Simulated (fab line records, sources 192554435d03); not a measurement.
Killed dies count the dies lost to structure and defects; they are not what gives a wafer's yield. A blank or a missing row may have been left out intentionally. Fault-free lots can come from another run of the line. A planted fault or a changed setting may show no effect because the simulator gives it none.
3 desks, one fault + flow n5Finfet + each desk holds nothing but its own numbers, with what lay behind them at the end

== THE TOOL OWNER'S DESK: rieDiel-04 ==
The tool's own readings at N5_BEOL_M0_SAQP_DESCUM_19 (chemistry O2, time 7.9 s): means of the sampled wafers that have a number, for each lot that ran on this tool. If a lot's mean is further than 4 standard deviations from the usual mean, the lot is out of limits and carries the mark OUT (the distance appears in the brackets).
Columns: A = drypumpMotorCurrentA at N5_BEOL_M0_SAQP_DESCUM_19, usual 5.5 A; B = o2FlowSccm at N5_BEOL_M0_SAQP_DESCUM_19, usual 225.0 sccm; C = oesProductAu at N5_BEOL_M0_SAQP_DESCUM_19, usual 0.77 a.u.; D = rfVppV at N5_BEOL_M0_SAQP_DESCUM_19, usual 243.5 V; E = showerheadPlenumPTorr at N5_BEOL_M0_SAQP_DESCUM_19, usual 2.11 Torr; F = throttleValvePct at N5_BEOL_M0_SAQP_DESCUM_19, usual 20.54 %
| lot  | first seen here | A   | B     | C    | D     | E    | F     |
|------|-----------------|-----|-------|------|-------|------|-------|
| L697 | day 8 14:20     | 5.3 | 225.9 | 0.77 | 243.8 | 2.13 | 20.50 |
| L706 | day 11 09:05    | 5.0 | 226.1 | 0.83 | 243.7 | 2.15 | 20.54 |
Result from this desk: across the 2 lots, nothing is out of limits.

== METROLOGY DESK ==
Lot by lot, what the gauges showed, no matter which tool ran the lot: averages of those sampled wafers that carry a number. If a lot's mean is further than 4 standard deviations from the usual mean, the lot is out of limits and carries the mark OUT (the distance appears in the brackets). 7 of its 12 readings are shown, namely those furthest out on some lot.
Columns: A = M0_CORE_OVL at N5_BEOL_M0_SAQP_OVL_MEAS_15, usual 0.3 nm; B = ION_N at N5_BEOL_M4_RC_MEAS_101, usual 673 uA/um; C = ION_P at N5_BEOL_M4_RC_MEAS_101, usual 462 uA/um; D = SS_N at N5_BEOL_M4_RC_MEAS_101, usual 71.4 mV/dec; E = SS_P at N5_BEOL_M4_RC_MEAS_101, usual 73.2 mV/dec; F = VT_N at N5_BEOL_M4_RC_MEAS_101, usual 249.7 mV; G = VT_P at N5_BEOL_M4_RC_MEAS_101, usual -250 mV
| lot  | first seen here | A   | B   | C   | D    | E    | F     | G    |
|------|-----------------|-----|-----|-----|------|------|-------|------|
| L688 | day 6 15:08     | 1.2 | 663 | 453 | 71.6 | 73.3 | 251.9 | -253 |
| L691 | day 7 06:28     | 0.5 | 673 | 460 | 71.6 | 72.7 | 251.2 | -251 |
| L697 | day 8 14:16     | 0.6 | 663 | 463 | 71.1 | 73.2 | 253.6 | -248 |
| L686 | day 10 12:10    | 0.4 | 676 | 467 | 70.7 | 73.0 | 250.3 | -247 |
| L706 | day 11 08:59    | 0.3 | 672 | 465 | 71.7 | 73.2 | 247.2 | -245 |
Result from this desk: across the 5 lots, nothing is out of limits.

== THE DEFECT DESK ==
Counts from the inspections along the route, per lot, as means over the sampled wafers that have a number. If a lot's mean is further than 4 standard deviations from the usual mean, the lot is out of limits and carries the mark OUT (the distance appears in the brackets).
Columns: A = rawDefectCount at N5_BEOL_M0_SAQP_INSPECT_16, usual 518
| lot  | first seen here | A   |
|------|-----------------|-----|
| L688 | day 6 15:11     | 586 |
| L691 | day 7 06:31     | 525 |
| L697 | day 8 14:19     | 470 |
| L686 | day 10 12:13    | 515 |
| L706 | day 11 09:02    | 407 |
Result from this desk: across the 5 lots, nothing is out of limits.

== PUT TOGETHER ==
The tool owner's desk saw nothing out of limits.
From the metrology desk's view, nothing was out of limits.
No out-of-limits result turned up at the defect desk.

== WHAT THE SIMULATOR HAD PUT IN ==
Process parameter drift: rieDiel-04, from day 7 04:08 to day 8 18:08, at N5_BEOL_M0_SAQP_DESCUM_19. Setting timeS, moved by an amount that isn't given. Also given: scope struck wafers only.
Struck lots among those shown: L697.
